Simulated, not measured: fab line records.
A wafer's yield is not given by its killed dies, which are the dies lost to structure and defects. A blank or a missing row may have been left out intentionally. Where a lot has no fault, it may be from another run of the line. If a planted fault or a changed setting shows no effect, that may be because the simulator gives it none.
Chamber matching | flow n5_finfet | N5_FIN_SAQP_SPACER2_ETCHBACK_29 on rie_diel-01: 4 sister chambers
The step etches SiO2 in CHF3/O2, target depth 12.2 nm, time 6.1 s. 4 wafers are shown with their chamber, then 12 later ones without.

WAFERS, EACH WITH ITS CHAMBER
wafer  | chamber | showerhead_plenum_p_Torr (Torr)
L084.3 | 3       | 2.38
L085.2 | 2       | 2.47
L085.3 | 0       | 2.34
L085.5 | 1       | 2.41

WAFERS WITHOUT THEIR CHAMBER
wafer  | showerhead_plenum_p_Torr (Torr)
L087.1 | 2.38
L087.3 | 2.47
L087.6 | 2.47
L088.2 | 2.47
L088.4 | 2.38
L088.5 | 2.47
L090.1 | 2.47
L090.3 | 2.33
L090.5 | 2.33
L094.1 | 2.37
L094.5 | 2.46
L094.6 | 2.37

WHICH CHAMBER EACH WENT THROUGH
wafer  | from the rows above | in truth
L087.1 | 3                   | 3
L087.3 | 2                   | 2
L087.6 | 2                   | 2
L088.2 | 2                   | 2
L088.4 | 3                   | 3
L088.5 | 2                   | 2
L090.1 | 2                   | 2
L090.3 | 0                   | 0
L090.5 | 0                   | 0
L094.1 | 3                   | 3
L094.5 | 2                   | 2
L094.6 | 3                   | 3
Correctly placed: 12 of 12. From these rows, 0 cannot be placed. Placed wrongly: 0.
How it was worked out, from the rows above alone: a wafer's distance from a chamber is the root of the sum, over the readings, of the square of ((its reading less the chamber's mean) divided by the reading's scatter). The wafer belongs to the nearest chamber; if the next one is less than 2 further off, it can't be placed. A chamber's mean is the mean of its shown wafers. The scatter: with one shown wafer a chamber, the root of the mean of the squares of how far each hidden wafer lies from its nearest shown one.
